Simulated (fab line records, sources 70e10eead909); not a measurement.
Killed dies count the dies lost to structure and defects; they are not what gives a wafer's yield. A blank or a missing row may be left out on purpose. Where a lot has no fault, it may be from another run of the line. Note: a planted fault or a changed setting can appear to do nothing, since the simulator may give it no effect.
Comparing a struck lot with a sound one + flow nand-harc + 42 out of 1302 route steps
Sound: the wafers L221.2, L221.3, L221.5. Wafers struck: L234.1, L234.2, L234.3. The cause is given at the end.
At each step with rows: each side's tool, then ch and its chambers, then its first start. Under that, the readings that differ: sound wafers + struck wafers + difference of the means + sigmas: that difference in standard deviations of wafers without a fault.
alike: readings whose means differ by less than 2 such deviations, and words and numbers that are the same on both sides. not compared: withheld readings, readings that some wafer has no value for, bounds like >300 that may hide the same value, and numbers for which the record gives no deviation and whose values overlap.
The two part at a step that has a row with sigmas, a row that says differs or no value, or rows on one side only. Non-overlapping numbers with no deviation appear without sigmas and do not part them. A reading missing from all wafers of one side parts the sides only when that side holds two or more wafers.

NHARC_P_GATE_CD_MEAS_46: target cd 720 nm.
  sound on cd-sem-01 ch 0, day 6 05:00; struck on cd-sem-02 ch 0, day 11 19:37
  alike: cd-nm
then, 1 step without rows for these wafers: NHARC_P_GATE_HARDBAKE_47 (time 80 s).
NHARC_P_GATE_DESCUM_48: chemistry O2, time 3 s.
  sound on rie-diel-06 ch 1,3, day 6 05:10; struck on rie-diel-02 ch 0,1,3, day 11 19:47
  alike: drypump-motor-current-A, oes-product-au, rf-vpp-V, showerhead-plenum-p-Torr, throttle-valve-pct
  not compared: rf-hours-counter-h
then, 9 steps without rows for these wafers: NHARC_P_GATE_IMPLANT_49; NHARC_P_GATE_STRIP_111 (strips in N2/H2, time 250 s); NHARC_P_GATE_STRIP_75 (strips in O2); NHARC_P_GATE_STRIP_50 (strips in SPM, time 900 s); NHARC_P_GATE_DEHYDRATE_51 (time 120 s); NHARC_P_GATE_HMDS_52 (time 30 s); NHARC_P_GATE_COAT_53; NHARC_P_GATE_SOFTBAKE_54 (time 95 s); NHARC_P_GATE_EBR_55.
NHARC_P_GATE_EXPOSE_56: exposes mask P PSD, target cd 720 nm.
  struck on krf-scanner-04, day 11 21:13; sound on krf-scanner-02 ch 0, day 6 06:37
  no value came back on the struck wafers for exposure-dose-mJ-cm2, focus-offset-nm (nm), na; on the sound wafers exposure-dose-mJ-cm2 reads 14.799 14.821 14.809
  alike: mask
then, 2 steps without rows for these wafers: NHARC_P_GATE_PEB_57 (peb time 85 s); NHARC_P_GATE_DEVELOP_58 (time 70 s).
NHARC_P_GATE_CD_MEAS_59: target cd 720 nm.
  sound on cd-sem-02 ch 0, day 6 06:46; struck on cd-sem-03 ch 0, day 11 21:22
| reading    | sound             | struck | difference                    | sigmas |
|------------|-------------------|--------|-------------------------------|--------|
| cd-nm (nm) | 721.2 719.9 721.2 | - - -  | no value on the struck wafers |        |
then, 1 step without rows for these wafers: NHARC_P_GATE_HARDBAKE_60 (time 80 s).
NHARC_P_GATE_DESCUM_61: chemistry O2, time 3 s.
  sound on rie-diel-02 ch 1,2,3, day 6 06:56; struck on rie-diel-10 ch 0,2,3, day 11 21:32
  alike: drypump-motor-current-A, oes-product-au, rf-vpp-V, showerhead-plenum-p-Torr, throttle-valve-pct
  not compared: rf-hours-counter-h
next, for these wafers, 1 step has no rows: NHARC_P_GATE_IMPLANT_62.
NHARC_P_GATE_STRIP_112: strips in N2/H2, time 200 s.
  sound on plasma-asher-01 ch 0,1, day 6 07:26; struck on plasma-asher-02 ch 0,1, day 11 21:54
  alike: drypump-motor-current-A, heater-power-w
  not compared: rf-hours-counter-h
then, 10 steps without rows for these wafers: NHARC_P_GATE_STRIP_76 (strips in O2); NHARC_P_GATE_STRIP_63 (strips in SPM, time 900 s); NHARC_P_GATE_DEHYDRATE_83 (time 120 s); NHARC_P_GATE_HMDS_84 (time 30 s); NHARC_P_GATE_COAT_85; NHARC_P_GATE_SOFTBAKE_86 (time 95 s); NHARC_P_GATE_EBR_87; NHARC_P_GATE_EXPOSE_88 (exposes mask P HVN, target cd 2000 nm); NHARC_P_GATE_PEB_89 (peb time 85 s); NHARC_P_GATE_DEVELOP_90 (time 70 s).
NHARC_P_GATE_CD_MEAS_91: target cd 2000 nm.
  sound on cd-sem-02 ch 0, day 6 08:40; struck on cd-sem-02 ch 0, day 11 23:05
  alike: cd-nm
then, 3 steps without rows for these wafers: NHARC_P_GATE_HARDBAKE_92 (time 80 s); NHARC_P_GATE_DESCUM_93 (chemistry O2, time 3 s); NHARC_P_GATE_IMPLANT_94.
NHARC_P_GATE_STRIP_113: strips in N2/H2, time 740 s.
  sound on plasma-asher-02 ch 0, day 6 09:37; struck on plasma-asher-02 ch 0,1, day 11 23:37
  alike: drypump-motor-current-A, heater-power-w
  not compared: rf-hours-counter-h
then, 4 steps without rows for these wafers: NHARC_P_GATE_STRIP_95 (strips in O2); NHARC_P_GATE_STRIP_96 (strips in SPM, time 900 s); NHARC_P_GATE_RTA_64 (time 1 s); NHARC_P_GATE_ETCH_77 (etches SiO2 in dHF, target depth 6 nm).
NHARC_P_GATE_DEGAS_109: time 60 s.
  sound: pvd-sputter-03 at day 6 11:05; struck: pvd-sputter-01 at day 12 01:11
  alike: heater-power-w
then, 2 steps without rows for these wafers: NHARC_P_GATE_PRE_CLEAN_110 (time 30 s); NHARC_P_GATE_SPUTTER_78 (material Ni, target thk 10 nm).

== WHERE THEY PART ==
First at NHARC_P_GATE_EXPOSE_56; last, within this record, at NHARC_P_GATE_CD_MEAS_59. Later steps at which nothing parts them and some readings are alike: NHARC_P_GATE_DESCUM_61, NHARC_P_GATE_STRIP_112, NHARC_P_GATE_CD_MEAS_91, NHARC_P_GATE_STRIP_113, NHARC_P_GATE_DEGAS_109.

WHY: the cause the simulator had injected
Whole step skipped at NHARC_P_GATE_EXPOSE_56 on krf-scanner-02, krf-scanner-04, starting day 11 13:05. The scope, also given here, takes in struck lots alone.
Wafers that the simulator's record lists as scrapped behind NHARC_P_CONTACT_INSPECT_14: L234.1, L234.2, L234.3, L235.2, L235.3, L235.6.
